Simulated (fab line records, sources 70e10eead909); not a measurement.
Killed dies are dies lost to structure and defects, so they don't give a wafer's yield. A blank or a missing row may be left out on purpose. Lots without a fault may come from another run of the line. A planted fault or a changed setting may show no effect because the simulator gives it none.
fab line records | flow nand_harc
record lots=23 wafers=69 last_day=25
route steps=1159 shown A_STAIRCASE@599
lots that met no fault: from a run of the same line without faults
start_h: hours from the record's first day to the start of the lot's first wafer shown | wait_h: hours since the lot's step before | " the same as in the row above | L1.1+2: a row that stands for several wafers | - no value, or no start given | * or withheld: withheld | < > ~ a bound
route shown NAME@n: a module of which the file shows steps, and the number in the route of the first | usual: mean/standard deviation of fault-free wafers | same: alike in all rows | chamber/n: place in a boat | sites: the reading at each site | _std_site: their standard deviation | _edge_site: outer sites' mean less inner sites' | radius_mm: how far each site lies from the wafer's centre | mask NAME#n: copy n | behind: the tool/chamber that last shaped the wafer | hold: why the lot was held/for how many hours/how that ended | device: the transistor (n, p or np) that didn't switch | end of line: the same wafers' tests at the end of the route | a step without rows: its recipe alone | killed: dies lost to structure and defects at the first sort, not the wafer's yield | map: a wafer's dies, x killed, . not, _ none there
set.NAME: the setting as run; set.NAME@STEP: as run at that earlier step | model.NAME: the simulator's own value behind a step, which no gauge read
steps of the route over a sample of lots; a table a step, a row a wafer
services: from which hour (start_h, from the record's first day; less than 0 if before it) a tool's chamber was out of use, for how many hours, and why
## steps
# step NHARC_A_STAIRCASE_STRIP_205
# recipe power_w=1500 temp_c=250 chemistry=O2
# usual drypump_motor_current_A=5.73/0.19 heater_power_w=338/31
# columns lot.wafer tool chamber start_h wait_h drypump_motor_current_A heater_power_w rf_hours_counter_h
L076.2 plasma_asher-01 1 256.16 0.1 5.41 367 52
L076.1 " 0 " " 5.94 359 52
L076.5 " 1 " " 5.40 365 -
L075.2 plasma_asher-01 1 260.23 0.3 5.45 368 54
L075.5 " 1 " " 5.49 363 -
L075.6 " 0 " " 5.94 370 -
L078.1 plasma_asher-02 1 263.90 0.1 5.83 327 20
L078.4 " 1 " " 5.87 333 -
L078.5 " 0 " " 5.71 291 -
L074.1 plasma_asher-02 1 264.41 0.1 5.84 338 21
L074.3 " 0 " " 5.68 290 -
L074.4 " 1 " " 5.84 327 -
L077.1 plasma_asher-02 1 264.67 0.1 5.83 336 21
L077.5 " 1 " " 5.83 341 -
L077.6 " 0 " " 5.69 297 -
L080.4 plasma_asher-02 0 274.15 0.2 5.67 290 -
L080.6 " 1 " " 5.84 338 -
L080.5 " 0 " " 5.71 293 -
L081.1 plasma_asher-02 1 276.20 0.1 5.84 338 25
L081.2 " 0 " " 5.69 292 25
L081.4 " 1 " " 5.83 332 -
L085.2 plasma_asher-01 0 297.49 0.1 5.98 366 4
L085.3 " 1 " " 5.46 355 -
L085.6 " 0 " " 5.97 367 -
L082.2 plasma_asher-02 1 297.54 0.1 5.83 332 35
L082.5 " 0 " " 5.62 298 -
L082.6 " 1 " " 5.83 326 -
L083.1 plasma_asher-02 0 302.36 0.5 5.69 298 37
L083.4 " 1 " " 5.83 339 -
L083.5 " 1 " " 5.84 337 -
L084.1 plasma_asher-01 1 302.58 0.5 5.42 365 7
L084.3 " 1 " " 5.44 371 -
L084.6 " 0 " " 5.99 365 -
L087.2 plasma_asher-02 0 316.66 0.1 5.72 294 40
L087.4 " 1 " " 5.81 343 -
L087.5 " 0 " " 5.70 288 -
L086.2 plasma_asher-02 0 317.36 0.1 5.71 287 40
L086.4 " 1 " " 5.83 344 -
L086.3 " 0 " " 5.68 301 -
L088.3 plasma_asher-02 1 321.86 0.2 5.85 340 -
L088.6 " 1 " " 5.82 333 -
L088.5 " 0 " " 5.64 294 -
L090.1 plasma_asher-01 1 335.36 0.1 5.41 370 18
L090.3 " 0 " " 5.95 368 -
L090.6 " 1 " " 5.45 374 -
L089.1 plasma_asher-02 1 335.69 0.1 5.82 338 48
L089.4 " 0 " " 5.71 292 -
L089.6 " 0 " " 5.71 292 -
L092.2 plasma_asher-01 0 353.41 0.1 5.91 375 23
L092.5 " 1 " " 5.44 361 -
L092.6 " 0 " " 5.94 372 -
L093.1 plasma_asher-02 1 353.58 0.1 5.82 337 52
L093.3 " 1 " " 5.82 333 -
L093.5 " 0 " " 5.67 288 -
L091.4 plasma_asher-02 1 360.46 0.2 5.83 337 -
L091.5 " 0 " " 5.69 293 -
L091.6 " 1 " " 5.78 348 -
L095.1 plasma_asher-01 0 364.21 0.7 5.96 364 28
L095.2 " 1 " " 5.42 358 28
L095.6 " 1 " " 5.44 368 -
L094.2 plasma_asher-01 1 366.12 1.5 5.39 371 30
L094.3 " 1 " " 5.37 360 -
L094.4 " 0 " " 5.96 369 -
L096.4 plasma_asher-01 0 370.45 0.5 5.99 377 -
L096.5 " 1 " " 5.44 361 -
L096.6 " 0 " " 5.93 365 -
L097.2 plasma_asher-01 1 392.49 0.1 5.38 371 41
L097.6 " 0 " " 5.92 367 -
L097.5 " 1 " " 5.39 372 -
# step NHARC_A_STAIRCASE_TRIM_220
# recipe time_s=211.2 o2_flow_sccm=500 ar_flow_sccm=0 bias_w=0 chemistry=O2
# usual drypump_motor_current_A=5.9/0.47 oes_product_au=0.996/0.0098 rf_vpp_V=57.7/0.92 showerhead_plenum_p_Torr=3.49/0.11 throttle_valve_pct=17.035/0.0093
# same bias_w=0
# columns lot.wafer tool chamber start_h wait_h drypump_motor_current_A oes_product_au rf_hours_counter_h rf_vpp_V showerhead_plenum_p_Torr throttle_valve_pct
L076.2 rie_diel-10 1 257.70 0.1 6.7 0.991 26 59.3 3.43 17.019
L076.1 " 2 " " 6.3 1.006 27 59.3 3.61 17.033
L076.5 " 0 " " 5.5 1.002 - 57.9 3.64 17.042
L075.2 rie_diel-06 2 261.86 0.2 5.4 1.007 6 58.0 3.44 17.023
L075.6 " 3 " " 6.2 1.005 - 58.7 3.60 17.036
L075.5 " 0 " " 6.2 1.013 - 59.2 3.60 17.044
L078.1 rie_diel-10 3 265.48 0.1 5.2 0.998 33 57.5 3.40 17.028
L078.4 " 0 " " 5.4 0.998 32 58.5 3.64 17.038
L078.5 " 2 " " 6.2 1.011 - 58.5 3.60 17.048
L074.4 rie_diel-05 2 265.84 0.1 6.7 1.001 33 59.2 3.67 17.032
L074.1 " 3 " " 5.7 0.989 36 55.4 3.40 17.054
L074.3 " 1 " " 5.3 0.994 31 57.4 3.37 17.022
L077.1 rie_diel-05 2 266.30 0.1 6.7 0.980 33 57.5 3.67 17.026
L077.5 " 2 " " 6.7 0.987 - 59.5 3.67 17.038
L077.6 " 3 " " 5.7 0.987 - 57.9 3.40 17.053
L080.4 rie_diel-06 2 275.72 0.2 5.5 0.994 13 56.7 3.44 17.018
L080.5 " 3 " " 6.1 0.996 - 58.9 3.60 17.029
L080.6 " 0 " " 6.2 1.001 - 57.3 3.60 17.033
L081.1 rie_diel-06 1 277.80 0.1 5.7 1.005 14 57.4 3.52 17.027
L081.4 " 2 " " 5.4 0.997 15 57.8 3.44 17.033
L081.2 " 3 " " 6.1 1.007 16 57.9 3.60 17.038
L085.3 rie_diel-05 0 299.05 0.1 5.8 0.999 47 59.0 3.45 17.039
L085.2 " 2 " " 6.7 0.998 43 56.8 3.67 17.031
L085.6 " 1 " " 5.3 1.004 - 58.2 3.37 17.029
L082.2 rie_diel-05 0 299.28 0.1 5.9 0.995 47 56.3 3.45 17.047
L082.5 " 1 " " 5.3 1.003 - 59.5 3.37 17.010
L082.6 " 2 " " 6.7 0.991 - 59.2 3.67 17.034
L083.4 rie_diel-10 2 303.92 0.1 6.3 1.015 42 57.2 3.60 17.021
L083.1 " 3 " " 5.2 0.991 45 58.6 3.39 17.031
L083.5 " 2 " " 6.3 0.999 - 58.1 3.60 17.067
L084.3 rie_diel-05 2 304.18 0.1 6.7 0.998 45 58.7 3.67 17.033
L084.1 " 0 " " 5.9 1.001 49 57.5 3.45 17.032
L084.6 " 2 " " 6.7 0.998 - 58.7 3.67 17.045
L087.2 rie_diel-06 3 318.28 0.1 6.1 1.002 28 57.2 3.59 17.026
L087.4 " 1 " " 5.8 0.997 26 58.1 3.51 17.033
L087.5 " 0 " " 6.2 1.001 - 57.9 3.59 17.029
L086.2 rie_diel-05 0 318.93 0.1 5.8 0.995 54 56.9 3.45 17.018
L086.3 " 1 " " 5.3 1.006 47 57.7 3.36 17.033
L086.4 " 2 " " 6.7 0.985 50 59.8 3.66 17.043
L088.3 rie_diel-05 0 324.84 0.1 5.9 0.998 59 58.5 3.44 17.041
L088.5 " 3 " " 5.7 0.989 - 57.5 3.39 17.039
L088.6 " 0 " " 5.9 0.994 - 59.4 3.44 17.043
L090.3 rie_diel-05 0 336.98 0.1 5.9 0.985 65 57.7 3.44 17.036
L090.1 " 2 " " 6.7 0.994 58 58.2 3.66 17.040
L090.6 " 0 " " 5.9 0.985 - 56.2 3.44 17.037
L089.1 rie_diel-06 3 337.45 0.2 6.1 1.004 38 57.5 3.59 17.027
L089.4 " 0 " " 6.2 0.995 37 57.0 3.58 17.047
L089.6 " 2 " " 5.5 0.995 - 57.1 3.43 17.021
L092.2 rie_diel-05 0 355.28 0.3 5.9 0.990 2 57.1 3.44 17.042
L092.6 " 1 " " 5.3 0.995 - 57.5 3.35 17.031
L092.5 " 2 " " 6.7 1.006 - 59.4 3.66 17.038
L093.3 rie_diel-05 3 355.45 0.1 5.7 0.992 2 56.9 3.39 17.024
L093.1 " 0 " " 5.9 0.994 2 58.0 3.44 17.036
L093.5 " 3 " " 5.7 0.986 - 56.7 3.39 17.035
L091.5 rie_diel-05 3 362.02 0.1 5.7 0.986 - 56.5 3.39 17.021
L091.4 " 0 " " 5.9 0.990 - 57.7 3.44 17.042
L091.6 " 1 " " 5.3 0.998 - 56.6 3.35 17.042
L095.2 rie_diel-06 2 365.71 0.1 5.4 0.992 46 55.8 3.42 17.046
L095.1 " 3 " " 6.1 0.999 50 55.7 3.58 17.042
L095.6 " 1 " " 5.8 0.996 - 57.7 3.50 17.047
L094.2 rie_diel-10 3 367.79 0.1 5.2 0.984 1 56.1 3.38 17.046
L094.4 " 0 " " 5.5 1.020 1 59.2 3.62 17.032
L094.3 " 2 " " 6.2 0.995 1 57.8 3.59 17.035
L096.5 rie_diel-05 1 371.98 0.1 5.3 0.997 - 57.1 3.35 17.024
L096.6 " 3 " " 5.7 0.987 - 56.5 3.38 17.027
L096.4 " 0 " " 5.9 0.981 - 58.0 3.43 17.041
L097.2 rie_diel-06 1 394.08 0.1 5.7 1.009 54 57.4 3.49 17.032
L097.5 " 2 " " 5.4 1.005 - 56.8 3.42 17.031
L097.6 " 3 " " 6.1 1.016 - 57.1 3.58 17.040
# step NHARC_A_STAIRCASE_TRIM_222
# recipe time_s=211.2 o2_flow_sccm=500 ar_flow_sccm=0 bias_w=0 chemistry=O2
# usual drypump_motor_current_A=5.9/0.48 oes_product_au=0.994/0.0086 rf_vpp_V=57.7/0.88 showerhead_plenum_p_Torr=3.48/0.11 throttle_valve_pct=17.035/0.009
# same bias_w=0
# columns lot.wafer tool chamber start_h wait_h drypump_motor_current_A oes_product_au rf_hours_counter_h rf_vpp_V showerhead_plenum_p_Torr throttle_valve_pct
L076.1 rie_diel-10 3 - - 5.2 0.982 28 56.1 3.40 17.039
L076.2 " 0 " " 5.4 1.006 28 58.7 3.64 17.035
L076.5 " 3 " " 5.2 0.987 - 59.2 3.40 17.040
L075.2 rie_diel-06 0 - - 6.2 1.001 7 57.4 3.60 17.038
L075.6 " 0 " " 6.2 0.999 - 58.7 3.60 17.033
L075.5 " 1 " " 5.8 0.980 - 57.1 3.52 17.028
L078.4 rie_diel-10 3 - - 5.2 0.998 33 57.1 3.40 17.040
L078.1 " 0 " " 5.4 1.006 32 58.8 3.64 17.045
L078.5 " 2 " " 6.3 1.004 - 58.0 3.60 17.016
L074.4 rie_diel-05 1 - - 5.3 1.000 31 57.2 3.37 17.043
L074.3 " 2 " " 6.7 0.982 33 57.9 3.67 17.042
L074.1 " 3 " " 5.7 0.982 36 57.2 3.40 17.042
L077.1 rie_diel-05 3 - - 5.7 0.991 37 57.0 3.40 17.051
L077.6 " 2 " " 6.7 0.993 - 58.6 3.67 17.040
L077.5 " 3 " " 5.7 0.992 - 58.7 3.40 17.048
L080.4 rie_diel-06 2 - - 5.5 0.994 13 58.8 3.44 17.046
L080.6 " 1 " " 5.7 1.003 - 57.0 3.52 17.052
L080.5 " 2 " " 5.5 1.003 - 57.1 3.44 17.022
L081.4 rie_diel-06 0 - - 6.2 0.993 15 57.6 3.60 17.038
L081.2 " 1 " " 5.8 0.986 14 58.7 3.52 17.015
L081.1 " 2 " " 5.5 1.001 15 58.2 3.44 17.037
L085.2 rie_diel-05 2 - - 6.7 0.990 43 58.7 3.67 17.044
L085.3 " 3 " " 5.7 0.976 47 60.0 3.40 17.042
L085.6 " 2 " " 6.7 0.989 - 58.7 3.67 17.015
L082.2 rie_diel-05 0 - - 5.9 0.999 48 57.7 3.45 17.033
L082.6 " 1 " " 5.3 0.996 - 57.8 3.37 17.056
L082.5 " 2 " " 6.7 0.993 - 58.4 3.67 17.031
L083.1 rie_diel-10 0 - - 5.5 0.995 45 58.3 3.63 17.033
L083.4 " 2 " " 6.3 1.011 42 56.9 3.60 17.034
L083.5 " 0 " " 5.5 0.998 - 58.5 3.63 17.042
L084.1 rie_diel-05 2 - - 6.7 0.993 45 57.5 3.67 17.026
L084.3 " 3 " " 5.7 0.978 49 57.6 3.40 17.030
L084.6 " 2 " " 6.7 0.991 - 58.1 3.67 17.033
L087.4 rie_diel-06 3 - - 6.1 0.998 28 57.6 3.59 17.022
L087.2 " 0 " " 6.2 0.997 29 58.8 3.59 17.034
L087.5 " 2 " " 5.4 0.987 - 57.0 3.43 17.048
L086.4 rie_diel-05 1 - - 5.3 1.001 47 57.5 3.36 17.036
L086.3 " 3 " " 5.8 0.986 54 58.7 3.39 17.032
L086.2 " 0 " " 5.9 0.999 54 58.4 3.45 17.033
L088.3 rie_diel-05 1 - - 5.3 1.003 51 56.7 3.36 17.040
L088.6 " 1 " " 5.3 0.999 - 56.8 3.36 17.032
L088.5 " 2 " " 6.7 1.006 - 58.0 3.66 17.041
L090.1 rie_diel-05 3 - - 5.7 0.974 62 58.0 3.39 17.041
L090.3 " 1 " " 5.3 0.993 58 56.4 3.36 17.030
L090.6 " 0 " " 5.9 0.995 - 57.9 3.44 17.021
L089.1 rie_diel-06 3 - - 6.1 0.994 38 58.2 3.59 17.036
L089.4 " 0 " " 6.2 0.993 37 56.5 3.58 17.043
L089.6 " 2 " " 5.5 0.982 - 57.2 3.43 17.040
L092.2 rie_diel-05 0 - - 5.9 0.979 2 57.5 3.44 17.037
L092.6 " 0 " " 5.9 0.987 - 57.4 3.44 17.015
L092.5 " 1 " " 5.3 0.999 - 57.3 3.35 17.045
L093.3 rie_diel-05 1 - - 5.3 0.984 5 56.4 3.35 17.017
L093.1 " 3 " " 5.7 0.980 4 57.2 3.39 17.043
L093.5 " 1 " " 5.3 0.991 - 56.9 3.35 17.025
L091.6 rie_diel-05 1 - - 5.3 0.996 - 58.2 3.35 17.031
L091.5 " 3 " " 5.7 0.987 - 57.8 3.39 17.039
L091.4 " 0 " " 5.9 0.989 - 56.6 3.44 17.034
L095.2 rie_diel-06 2 - - 5.4 0.989 46 56.7 3.42 17.028
L095.1 " 0 " " 6.2 1.003 50 57.5 3.58 17.033
L095.6 " 1 " " 5.8 0.996 - 57.0 3.50 17.039
L094.2 rie_diel-10 1 - - 6.7 1.000 1 57.9 3.41 17.027
L094.3 " 2 " " 6.3 1.001 1 58.6 3.59 17.029
L094.4 " 0 " " 5.5 1.019 1 58.3 3.62 17.046
L096.6 rie_diel-05 0 - - 5.9 0.993 - 57.5 3.43 17.040
L096.4 " 1 " " 5.3 0.996 - 56.9 3.35 17.033
L096.5 " 3 " " 5.7 0.995 - 56.2 3.38 17.029
L097.2 rie_diel-06 3 - - 6.1 1.005 58 57.1 3.58 17.036
L097.5 " 0 " " 6.2 1.002 - 57.9 3.57 17.041
L097.6 " 1 " " 5.7 0.999 - 58.5 3.49 17.043
# step NHARC_A_STAIRCASE_ETCH_225
# recipe target_depth_a=1000 time_s=40.5 ion_energy_ev=400 c4f8_flow_sccm=20 o2_flow_sccm=10 ar_flow_sccm=withheld rf_w=600 bias_w=1000 chemistry=C4F8/O2
# usual bias_w=1000.0/2.9 oes_product_au=0.935/0.012 rf_fwd_power_W=591.8/3 rf_vpp_V=894/3.8
# columns lot.wafer tool chamber start_h wait_h bias_w oes_product_au rf_fwd_power_W rf_hours_counter_h rf_vpp_V
L076.2 rie_diel-10 1 - - 999.3 0.923 596.0 27 894
L076.1 " 3 " " 995.7 0.919 594.9 29 892
L076.5 " 2 " " 997.5 0.931 588.5 - 900
L075.2 rie_diel-06 1 - - 1002.5 0.937 592.5 6 895
L075.6 " 3 " " 998.5 0.939 594.8 - 899
L075.5 " 0 " " 997.3 0.945 598.4 - 898
L078.1 rie_diel-10 3 - - 1006.8 0.945 594.8 33 892
L078.4 " 0 " " 998.7 0.942 596.6 32 900
L078.5 " 0 " " 1002.3 0.940 599.4 - 901
L074.3 rie_diel-05 0 - - 1000.9 0.928 589.3 39 893
L074.4 " 1 " " 999.5 0.932 594.9 32 890
L074.1 " 2 " " 1001.0 0.931 587.6 33 901
L077.1 rie_diel-05 3 - - 1000.3 0.930 590.6 37 890
L077.6 " 3 " " 1003.4 0.926 591.4 - 892
L077.5 " 0 " " 1003.0 0.934 587.5 - 894
L080.4 rie_diel-06 1 - - 1004.3 0.927 594.1 13 895
L080.6 " 3 " " 995.8 0.944 590.4 - 898
L080.5 " 0 " " 999.8 0.938 592.2 - 898
L081.4 rie_diel-06 2 - - 1002.8 0.942 593.4 15 894
L081.2 " 3 " " 998.0 0.948 593.5 16 899
L081.1 " 0 " " 995.2 0.949 594.8 15 898
L085.3 rie_diel-05 3 - - 1003.7 0.915 595.0 47 890
L085.2 " 0 " " 997.6 0.928 586.8 48 893
L085.6 " 3 " " 1001.0 0.912 591.9 - 890
L082.2 rie_diel-05 2 - - 1004.7 0.923 590.9 44 901
L082.5 " 3 " " 998.0 0.913 592.2 - 892
L082.6 " 0 " " 994.5 0.938 590.8 - 893
L083.4 rie_diel-10 3 - - 996.7 0.939 595.9 45 891
L083.1 " 0 " " 994.5 0.940 594.2 45 899
L083.5 " 3 " " 1000.1 0.943 600.2 - 891
L084.3 rie_diel-05 3 - - 997.1 0.948 593.5 49 892
L084.1 " 0 " " 998.4 0.954 588.0 50 893
L084.6 " 3 " " 997.8 0.939 592.9 - 891
L087.4 rie_diel-06 3 - - 999.0 0.937 590.8 28 899
L087.2 " 1 " " 995.0 0.952 590.5 26 896
L087.5 " 0 " " 996.6 0.940 592.2 - 898
L086.3 rie_diel-05 0 - - 1001.6 0.946 586.1 54 893
L086.2 " 1 " " 1002.5 0.944 586.9 48 890
L086.4 " 2 " " 999.1 0.933 593.6 50 901
L088.3 rie_diel-05 0 - - 998.1 0.940 590.5 59 894
L088.5 " 2 " " 997.8 0.944 592.6 - 900
L088.6 " 3 " " 1000.4 0.938 591.7 - 891
L090.1 rie_diel-05 3 - - 1003.8 0.931 593.6 63 893
L090.3 " 1 " " 998.9 0.949 592.9 58 890
L090.6 " 2 " " 1002.9 0.947 590.8 - 901
L089.4 rie_diel-06 1 - - 995.1 0.942 594.2 35 895
L089.1 " 2 " " 1002.7 0.934 592.2 35 892
L089.6 " 3 " " 999.5 0.948 590.0 - 898
L092.2 rie_diel-05 3 - - 1002.2 0.913 593.0 5 890
L092.5 " 0 " " 999.9 0.921 588.4 - 893
L092.6 " 3 " " 1000.1 0.912 588.9 - 891
L093.3 rie_diel-05 1 - - 1000.1 0.925 591.7 6 890
L093.1 " 3 " " 1003.6 0.912 591.2 6 890
L093.5 " 1 " " 999.0 0.927 591.2 - 889
L091.5 rie_diel-05 0 - - 1003.0 0.913 589.7 - 891
L091.4 " 1 " " 999.6 0.924 591.3 - 889
L091.6 " 3 " " 1000.5 0.912 590.6 - 892
L095.2 rie_diel-06 0 - - 999.1 0.946 590.2 50 898
L095.1 " 2 " " 1002.3 0.934 591.3 46 890
L095.6 " 0 " " 999.9 0.934 589.3 - 897
L094.2 rie_diel-10 2 - - 994.5 0.925 589.8 1 898
L094.3 " 3 " " 993.9 0.935 596.5 1 890
L094.4 " 1 " " 997.3 0.945 592.4 1 890
L096.4 rie_diel-05 0 - - 997.6 0.931 584.4 - 891
L096.6 " 1 " " 997.1 0.930 589.2 - 889
L096.5 " 3 " " 1000.7 0.929 594.2 - 892
L097.2 rie_diel-06 2 - - 1003.0 0.920 592.9 53 891
L097.5 " 1 " " 1001.2 0.932 598.0 - 895
L097.6 " 2 " " 1001.4 0.925 593.3 - 893
# step NHARC_A_STAIRCASE_ETCH_230
# recipe target_depth_a=1000 time_s=40.5 ion_energy_ev=400 c4f8_flow_sccm=20 o2_flow_sccm=10 ar_flow_sccm=withheld rf_w=600 bias_w=1000 chemistry=C4F8/O2
# usual bias_w=1000.2/2.9 oes_product_au=0.943/0.016 rf_fwd_power_W=592.3/2.7 rf_vpp_V=895/3.8
# columns lot.wafer tool chamber start_h wait_h bias_w oes_product_au rf_fwd_power_W rf_hours_counter_h rf_vpp_V
L076.2 rie_diel-10 1 - - 999.7 0.942 595.1 27 893
L076.1 " 2 " " 1000.3 0.961 590.7 28 898
L076.5 " 1 " " 999.4 0.937 598.5 - 893
L075.2 rie_diel-10 2 - - 999.0 0.928 591.0 30 900
L075.6 " 0 " " 996.7 0.933 593.4 - 900
L075.5 " 1 " " 996.8 0.925 597.0 - 893
L078.1 rie_diel-10 3 - - 999.7 0.942 597.6 34 891
L078.4 " 1 " " 1000.7 0.927 596.2 31 892
L078.5 " 2 " " 1000.5 0.945 590.2 - 899
L074.4 rie_diel-05 3 - - 1001.3 0.922 592.3 37 890
L074.1 " 0 " " 1004.2 0.919 586.3 39 894
L074.3 " 1 " " 1001.6 0.939 589.8 32 891
L077.1 rie_diel-10 0 - - 998.1 0.948 593.9 33 901
L077.6 " 1 " " 1003.3 0.931 596.2 - 893
L077.5 " 2 " " 998.8 0.941 590.4 - 899
L080.4 rie_diel-05 2 - - 999.6 0.937 589.4 38 901
L080.5 " 0 " " 1005.3 0.947 591.8 - 894
L080.6 " 1 " " 1001.2 0.947 592.5 - 889
L081.1 rie_diel-05 3 - - 1003.7 0.961 592.3 43 890
L081.2 " 1 " " 1000.7 0.962 593.6 37 890
L081.4 " 1 " " 999.2 0.965 592.9 - 890
L085.3 rie_diel-06 0 - - 1002.5 0.920 591.4 21 898
L085.2 " 3 " " 1002.3 0.920 589.0 21 899
L085.6 " 1 " " 995.7 0.929 592.0 - 896
L082.2 rie_diel-06 3 - - 1001.0 0.927 591.0 22 898
L082.6 " 1 " " 1001.6 0.920 592.9 - 895
L082.5 " 2 " " 999.6 0.916 595.1 - 892
L083.1 rie_diel-10 3 - - 1000.8 0.929 596.1 46 892
L083.4 " 1 " " 1003.2 0.942 594.8 42 893
L083.5 " 3 " " 1002.3 0.946 594.7 - 891
L084.3 rie_diel-05 1 - - 999.2 0.943 591.1 43 890
L084.1 " 3 " " 1002.0 0.933 590.4 49 891
L084.6 " 1 " " 997.7 0.939 592.2 - 890
L087.2 rie_diel-10 0 - - 999.0 0.958 594.2 49 900
L087.4 " 1 " " 997.8 0.960 597.4 46 892
L087.5 " 3 " " 1000.6 0.934 598.9 - 891
L086.4 rie_diel-05 3 - - 1006.7 0.922 595.0 54 891
L086.2 " 0 " " 999.6 0.940 584.4 54 892
L086.3 " 1 " " 1003.2 0.947 590.9 48 889
L088.3 rie_diel-10 1 - - 994.6 0.942 594.9 50 893
L088.5 " 1 " " 1002.6 0.932 594.2 - 893
L088.6 " 2 " " 996.9 0.962 591.9 - 899
L090.1 rie_diel-05 0 - - 1008.6 0.947 588.9 66 893
L090.3 " 1 " " 1000.8 0.940 593.0 58 890
L090.6 " 2 " " 1004.1 0.932 592.7 - 899
L089.4 rie_diel-06 1 - - 999.8 0.948 592.3 35 896
L089.1 " 2 " " 997.0 0.928 592.2 36 892
L089.6 " 0 " " 1001.2 0.951 593.2 - 898
L092.2 rie_diel-06 1 - - 996.2 0.957 590.6 43 896
L092.6 " 0 " " 999.9 0.958 594.0 - 897
L092.5 " 1 " " 998.8 0.947 593.6 - 895
L093.1 rie_diel-05 3 - - 1001.9 0.927 592.3 6 890
L093.3 " 1 " " 997.3 0.939 590.3 7 888
L093.5 " 0 " " 1000.0 0.932 589.9 - 892
L091.4 rie_diel-10 1 - - 998.1 0.983 595.7 0 892
L091.6 " 1 " " 998.3 0.986 596.7 - 893
L091.5 " 2 " " 999.9 0.967 587.9 - 899
L095.2 rie_diel-06 2 - - 1005.3 0.946 591.8 46 891
L095.1 " 0 " " 996.8 0.964 592.5 50 898
L095.6 " 3 " " 1002.3 0.956 591.1 - 897
L094.3 rie_diel-10 2 - - 1003.4 0.944 591.5 1 899
L094.2 " 3 " " 996.5 0.938 593.9 2 892
L094.4 " 0 " " 997.0 0.956 589.1 2 899
L096.6 rie_diel-05 3 - - 1005.4 0.938 590.2 - 890
L096.5 " 0 " " 1002.4 0.934 587.7 - 891
L096.4 " 1 " " 998.3 0.944 590.2 - 890
L097.2 rie_diel-05 3 - - 997.6 0.947 591.4 19 890
L097.6 " 2 " " 1000.2 0.980 590.2 - 899
L097.5 " 3 " " 1002.4 0.952 593.6 - 890
# step NHARC_A_STAIRCASE_STRIP_238
# recipe power_w=1500 temp_c=250 chemistry=O2
# usual drypump_motor_current_A=5.71/0.22 heater_power_w=347/29
# columns lot.wafer tool chamber start_h wait_h drypump_motor_current_A heater_power_w rf_hours_counter_h
L076.1 plasma_asher-01 0 260.75 0.1 5.99 368 55
L076.2 " 1 " " 5.40 360 55
L076.5 " 0 " " 5.97 369 -
L075.2 plasma_asher-01 0 264.91 0.2 5.95 367 56
L075.5 " 1 " " 5.43 364 -
L075.6 " 0 " " 5.98 365 -
L078.1 plasma_asher-01 1 268.11 0.1 5.41 372 57
L078.4 " 0 " " 5.97 360 -
L078.5 " 0 " " 5.96 367 -
L074.1 plasma_asher-02 1 268.51 0.1 5.81 335 22
L074.4 " 1 " " 5.82 330 -
L074.3 " 0 " " 5.68 293 -
L077.1 plasma_asher-01 1 269.55 0.1 5.39 370 58
L077.6 " 1 " " 5.39 370 -
L077.5 " 0 " " 5.95 360 -
L080.4 plasma_asher-02 1 279.36 1.1 5.81 341 -
L080.5 " 1 " " 5.83 345 -
L080.6 " 0 " " 5.73 290 -
L081.1 plasma_asher-02 1 280.72 0.7 5.82 339 29
L081.2 " 0 " " 5.66 284 29
L081.4 " 1 " " 5.83 338 -
L085.2 plasma_asher-01 1 302.02 0.4 5.42 375 6
L085.3 " 0 " " 5.96 374 -
L085.6 " 1 " " 5.44 369 -
L082.2 plasma_asher-01 0 302.35 0.6 5.94 374 7
L082.5 " 1 " " 5.39 376 -
L082.6 " 0 " " 5.95 372 -
L084.1 plasma_asher-02 0 306.40 0.1 5.65 287 38
L084.3 " 0 " " 5.65 293 -
L084.6 " 0 " " 5.66 296 -
L083.1 plasma_asher-01 1 306.68 0.1 5.40 367 8
L083.4 " 1 " " 5.42 358 -
L083.5 " 0 " " 5.94 361 -
L087.2 plasma_asher-02 1 320.51 0.1 5.82 338 42
L087.4 " 1 " " 5.82 338 -
L087.5 " 0 " " 5.67 288 -
L086.2 plasma_asher-01 1 321.47 0.1 5.42 374 12
L086.3 " 1 " " 5.41 356 -
L086.4 " 0 " " 5.91 380 -
L088.3 plasma_asher-01 0 327.48 0.2 5.98 366 -
L088.6 " 0 " " 6.00 366 -
L088.5 " 1 " " 5.44 372 -
L090.1 plasma_asher-02 1 339.11 0.1 5.83 351 48
L090.3 " 1 " " 5.83 339 -
L090.6 " 1 " " 5.84 335 -
L089.1 plasma_asher-02 1 339.55 0.1 5.82 341 49
L089.4 " 1 " " 5.80 341 -
L089.6 " 0 " " 5.68 293 -
L092.2 plasma_asher-01 0 361.05 0.1 5.97 368 26
L092.5 " 0 " " 5.97 365 -
L092.6 " 1 " " 5.42 372 -
L093.1 plasma_asher-01 1 362.13 0.5 5.43 375 26
L093.3 " 0 " " 5.97 365 -
L093.5 " 1 " " 5.42 371 -
L091.4 plasma_asher-01 1 365.20 0.8 5.39 367 -
L091.5 " 1 " " 5.38 367 -
L091.6 " 0 " " 6.00 368 -
L095.1 plasma_asher-01 0 368.83 1.0 5.95 364 33
L095.2 " 1 " " 5.49 372 33
L095.6 " 0 " " 5.93 370 -
L094.2 plasma_asher-02 0 370.30 0.4 5.64 314 1
L094.4 " 1 " " 5.82 332 -
L094.3 " 0 " " 5.69 314 -
L096.4 plasma_asher-02 0 374.52 0.2 5.69 314 -
L096.6 " 0 " " 5.66 316 -
L096.5 " 1 " " 5.85 322 -
L097.2 plasma_asher-02 0 396.47 0.1 5.70 316 9
L097.5 " 1 " " 5.83 331 -
L097.6 " 0 " " 5.72 314 -
## services
# columns tool chamber start_h hours kind
rie_diel-05 2 232.68 11.8 repair
rie_diel-05 3 238.63 4.1 repair
rie_diel-05 1 240.59 11.9 repair
rie_diel-06 - 241.24 9.0 pm
rie_diel-05 0 247.13 - clean
rie_diel-05 2 247.13 - clean
rie_diel-05 3 247.13 - clean
rie_diel-05 0 271.94 - clean
rie_diel-05 1 271.94 - clean
rie_diel-05 2 271.94 - clean
rie_diel-05 3 271.94 - clean
plasma_asher-01 - 276.00 9.0 pm
rie_diel-05 0 278.79 4.6 repair
rie_diel-05 0 296.49 - clean
rie_diel-05 1 296.49 - clean
rie_diel-05 2 296.49 - clean
rie_diel-05 3 296.49 - clean
rie_diel-05 0 321.05 - clean
rie_diel-05 1 321.05 - clean
rie_diel-05 2 321.05 - clean
rie_diel-05 - 341.57 9.0 pm
rie_diel-10 - 353.50 9.0 pm
rie_diel-05 2 356.08 19.8 repair
plasma_asher-02 - 360.60 9.0 pm
## key
fault none
